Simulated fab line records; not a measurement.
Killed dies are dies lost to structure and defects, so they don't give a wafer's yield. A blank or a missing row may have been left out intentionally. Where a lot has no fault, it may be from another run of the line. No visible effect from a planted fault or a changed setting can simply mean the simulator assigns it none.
What tool caused it? | flow n5Finfet | Sampling: 10 lots, 30 wafers, 6 of 1938 route steps

== WHAT EACH GAUGE READ, for each wafer ==
N5_STI_FIN_REVEAL_FIN_H_MEAS_10. Usual: trenchDepthNm 52.5 nm, standard deviation 1.
lot  | measured    | on     | trenchDepthNm (nm) | flag
L871 | day 2 15:29 | ocd-02 | 51.2 51.5 53.0     | 
L872 | day 2 20:52 | ocd-02 | 51.7 53.7 52.8     | 
L874 | day 3 10:58 | ocd-02 | 51.4 52.4 51.1     | 
L875 | day 3 14:02 | ocd-02 | 50.6 53.0 51.9     | 
L876 | day 3 19:40 | ocd-02 | 52.7 54.2 53.6     | 
L879 | day 4 13:17 | ocd-02 | 51.1 52.0 52.0     | 
L880 | day 4 19:38 | ocd-02 | 54.2 52.8 51.9     | 
L887 | day 6 12:16 | ocd-01 | 56.9 55.8 52.7     | 
L890 | day 7 06:44 | ocd-01 | 51.6 50.1 53.0     | 
L892 | day 7 19:16 | ocd-01 | 53.0 51.4 52.5     | 

N5_STI_FIN_REVEAL_INSPECT_13: inspects for defects (darkfield). Usual: rawDefectCount 12, standard deviation 5.7.
lot  | measured    | on               | rawDefectCount | flag
L871 | day 2 15:35 | defectInspect-02 | 37 26 19       | 
L872 | day 2 20:58 | defectInspect-02 | 11 1 11        | 
L874 | day 3 11:04 | defectInspect-02 | 13 8 12        | 
L875 | day 3 14:08 | defectInspect-02 | 22 10 8        | 
L876 | day 3 19:46 | defectInspect-02 | 11 13 16       | 
L879 | day 4 13:22 | defectInspect-02 | 3 14 20        | 
L880 | day 4 19:43 | defectInspect-01 | 6 6 14         | 
L887 | day 6 12:20 | defectInspect-02 | 12 13 10       | 
L890 | day 7 06:49 | defectInspect-01 | 9 10 18        | 
L892 | day 7 19:20 | defectInspect-01 | 8 7 10         | 

N5_DUMMY_GATE_THK_MEAS_05. Usual: thkNm 71.3 nm, standard deviation 1.2.
lot  | measured    | on           | thkNm (nm)     | flag
L871 | day 2 19:46 | filmMetro-02 | 71.9 72.6 70.0 | 
L872 | day 3 03:19 | filmMetro-01 | 70.5 73.4 70.4 | 
L874 | day 3 15:17 | filmMetro-02 | 70.7 72.6 71.5 | 
L875 | day 3 18:21 | filmMetro-02 | 70.2 69.5 70.7 | 
L876 | day 3 23:58 | filmMetro-01 | 69.0 70.4 69.8 | 
L879 | day 4 17:58 | filmMetro-01 | 69.3 72.7 73.0 | 
L880 | day 4 23:55 | filmMetro-02 | 71.1 69.5 71.6 | 
L887 | day 6 16:35 | filmMetro-02 | 71.7 71.9 73.4 | 
L890 | day 7 10:59 | filmMetro-01 | 72.1 72.0 73.8 | 
L892 | day 7 23:33 | filmMetro-01 | 71.1 71.4 74.2 | 

N5_BEOL_M4_RC_MEAS_101. Usual: DIBL_N 36.7 mV/V, standard deviation 2.4; DIBL_P 37.4 mV/V, standard deviation 2.9; IOFF_N 0.18 nA/um, standard deviation 0.05; IOFF_P 0.23 nA/um, standard deviation 0.058; ION_N 683 uA/um, standard deviation 16; ION_P 467 uA/um, standard deviation 11; SS_N 71.7 mV/dec, standard deviation 0.77; SS_P 73.5 mV/dec, standard deviation 0.87; VT_N 249 mV, standard deviation 4.3; VT_P -250 mV, standard deviation 4.4.
lot  | measured     | on        | DIBL_N (mV/V)  | DIBL_P (mV/V)  | IOFF_N (nA/um) | IOFF_P (nA/um) | ION_N (uA/um) | ION_P (uA/um) | SS_N (mV/dec)  | SS_P (mV/dec)  | VT_N (mV)   | VT_P (mV)      | flag
L871 | day 7 13:15  | prober-01 | 38.7 35.2 33.1 | 41.7 37.8 33.2 | 0.22 0.16 0.11 | 0.29 0.22 0.14 | 691 671 657   | 467 461 456   | 72.6 71.3 71.1 | 75.5 73.5 72.6 | 244 251 254 | -248 -251 -257 | 
L872 | day 8 08:13  | prober-02 | 35.9 35.8 38.7 | 34.4 36.3 38.9 | 0.14 0.16 0.21 | 0.17 0.21 0.25 | 669 697 704   | 455 481 479   | 71.1 71.3 71.7 | 72.3 73.1 74.3 | 254 247 247 | -253 -251 -248 | 
L874 | day 8 13:13  | prober-02 | 44.2 35.3 38.9 | 45.7 36.6 40.1 | 0.35 0.15 0.20 | 0.40 0.23 0.28 | 696 685 669   | 473 471 463   | 73.9 71.3 72.6 | 76.2 73.1 73.9 | 242 251 247 | -242 -250 -247 | 
L875 | day 8 22:30  | prober-01 | 37.9 33.1 34.5 | 36.9 32.0 32.7 | 0.17 0.11 0.12 | 0.20 0.14 0.14 | 657 679 660   | 450 458 447   | 72.0 71.3 70.7 | 73.5 71.7 72.0 | 251 252 257 | -251 -257 -256 | 
L876 | day 9 03:58  | prober-01 | 36.8 39.4 35.4 | 38.4 42.4 37.2 | 0.15 0.25 0.14 | 0.23 0.32 0.21 | 665 709 668   | 467 489 464   | 71.2 73.4 71.2 | 74.1 74.4 74.1 | 253 245 254 | -250 -246 -254 | 
L879 | day 9 17:10  | prober-01 | 39.1 35.8 39.2 | 37.9 35.5 39.8 | 0.23 0.16 0.24 | 0.31 0.25 0.35 | 676 682 699   | 473 475 477   | 73.1 71.4 71.8 | 73.8 73.0 74.4 | 245 250 244 | -244 -248 -241 | 
L880 | day 10 00:06 | prober-01 | 38.4 38.5 37.4 | 38.5 38.8 36.5 | 0.19 0.21 0.18 | 0.28 0.29 0.26 | 692 703 680   | 482 484 470   | 72.2 72.1 72.1 | 74.2 73.7 73.5 | 249 245 245 | -246 -246 -246 | 
L887 | day 11 19:21 | prober-01 | 38.5 35.8 36.5 | 41.0 36.8 37.2 | 0.20 0.15 0.14 | 0.28 0.21 0.20 | 723 704 665   | 498 482 456   | 71.9 71.0 71.3 | 74.2 72.4 73.1 | 248 249 253 | -245 -251 -253 | 
L890 | day 12 14:08 | prober-01 | 40.3 40.3 35.6 | 42.7 41.8 37.4 | 0.30 0.27 0.19 | 0.37 0.34 0.24 | 702 679 703   | 484 466 483   | 73.1 73.4 71.7 | 74.9 76.0 72.8 | 240 245 245 | -243 -246 -247 | 
L892 | day 13 07:21 | prober-01 | 35.4 38.2 33.6 | 36.6 38.8 34.3 | 0.16 0.25 0.14 | 0.17 0.22 0.14 | 683 703 693   | 459 463 455   | 71.9 72.9 71.1 | 72.5 73.6 72.7 | 251 242 249 | -256 -252 -259 | 

== EACH LOT AND THE TOOL THAT RAN IT (in order: tool; ch and the chambers of the sampled wafers; start) ==
lot  | N5_STI_FIN_REVEAL_CMP_04     | N5_STI_FIN_REVEAL_RECESS_09
L871 | cmp-02 ch 0,1,2, day 2 11:52 | vaporEtch-02 ch 0,1, day 2 12:40
L872 | cmp-01 ch 0,3, day 2 17:10   | vaporEtch-01 ch 0,1, day 2 18:40
L874 | cmp-01 ch 1,2, day 3 07:08   | vaporEtch-01 ch 0,1, day 3 08:15
L875 | cmp-01 ch 0,2,3, day 3 10:31 | vaporEtch-01 ch 0,1, day 3 11:21
L876 | cmp-02 ch 0,1,3, day 3 16:06 | vaporEtch-01 ch 0,1, day 3 16:54
L879 | cmp-01 ch 1,3, day 4 09:37   | vaporEtch-02 ch 0,1, day 4 10:30
L880 | cmp-04 ch 0,1,3, day 4 15:53 | vaporEtch-01 ch 0,1, day 4 16:56
L887 | cmp-04 ch 0,1,3, day 6 08:41 | vaporEtch-01 ch 0,1, day 6 10:05
L890 | cmp-01 ch 0,2,3, day 7 03:08 | vaporEtch-02 ch 0,1, day 7 04:01
L892 | cmp-04 ch 0,1,2, day 7 15:47 | vaporEtch-02 ch 0,1, day 7 16:32
- N5_STI_FIN_REVEAL_CMP_04: polishes, stops on Si3N4, t overpolish 4 s, target thk 131.83 nm.
- N5_STI_FIN_REVEAL_RECESS_09: chemistry HF/NH3, target SiO2, afs cycles 11, target depth 42.5 nm, sublimation time 60 s.

== AS READ BY THE TOOLS THEMSELVES (means over the sampled wafers that have a number; for cases with no such wafer, the mark the record gives instead) ==
N5_STI_FIN_REVEAL_CMP_04. Usual: headPressurePsi 2.001 psi, standard deviation 0.0044; motorCurrentA 8.4 A, standard deviation 0.93; overpolishRunS 4.001 s, standard deviation 0.0093; timeToEndpointS 103 s, standard deviation 5.5.
lot  | tool   | headPressurePsi (psi) | motorCurrentA (A) | overpolishRunS (s) | timeToEndpointS (s) | flag
L871 | cmp-02 | 2.000                 | 8.4               | 4.002              | 103                 | 
L872 | cmp-01 | 1.997                 | 7.7               | 3.999              | 99                  | 
L874 | cmp-01 | 1.999                 | 8.3               | 4.009              | 102                 | 
L875 | cmp-01 | 2.002                 | 8.2               | 4.009              | 98                  | 
L876 | cmp-02 | 1.999                 | 9.2               | 4.005              | 109                 | 
L879 | cmp-01 | 2.004                 | 7.1               | 4.005              | 96                  | 
L880 | cmp-04 | 1.996                 | 8.9               | 4.002              | 96                  | 
L887 | cmp-04 | 2.001                 | 8.7               | 4.007              | 102                 | 
L890 | cmp-01 | 1.999                 | 8.3               | 4.004              | 103                 | 
L892 | cmp-04 | 2.004                 | 8.2               | 3.995              | 105                 | 

N5_STI_FIN_REVEAL_RECESS_09. Usual: drypumpMotorCurrentA 5.4 A, standard deviation 0.38; forelinePTorr 0.1281 Torr, standard deviation 0.00049.
lot  | tool         | drypumpMotorCurrentA (A) | forelinePTorr (Torr) | flag
L871 | vaporEtch-02 | 5.1                      | 0.1284               | 
L872 | vaporEtch-01 | 5.6                      | 0.1282               | 
L874 | vaporEtch-01 | 5.7                      | 0.1277               | 
L875 | vaporEtch-01 | 5.8                      | 0.1280               | 
L876 | vaporEtch-01 | 5.6                      | 0.1283               | 
L879 | vaporEtch-02 | 5.0                      | 0.1278               | 
L880 | vaporEtch-01 | 5.7                      | 0.1278               | 
L887 | vaporEtch-01 | 5.8                      | 0.1277               | 
L890 | vaporEtch-02 | 5.0                      | 0.1283               | 
L892 | vaporEtch-02 | 5.1                      | 0.1281               | 

== THE ANSWER, worked out from the rows above alone ==
Rule: lot off if the mean of its wafers having a number is beyond 3 standard deviations from the usual mean. A lot without any number at a reading at which 4 lots or more have one is off too. The other lots that the step has rows for count as sound. The gauges are gone through in route order, then the tools' own readings, and for those a lot's mean is taken as printed above. The first step at which some lot is off is used, and at that step the reading that is off furthest; a lot without a number counts as furthest.
None of the lots is off at any reading shown; this tells nothing.

== WHAT THE SIMULATOR HAD PUT IN ==
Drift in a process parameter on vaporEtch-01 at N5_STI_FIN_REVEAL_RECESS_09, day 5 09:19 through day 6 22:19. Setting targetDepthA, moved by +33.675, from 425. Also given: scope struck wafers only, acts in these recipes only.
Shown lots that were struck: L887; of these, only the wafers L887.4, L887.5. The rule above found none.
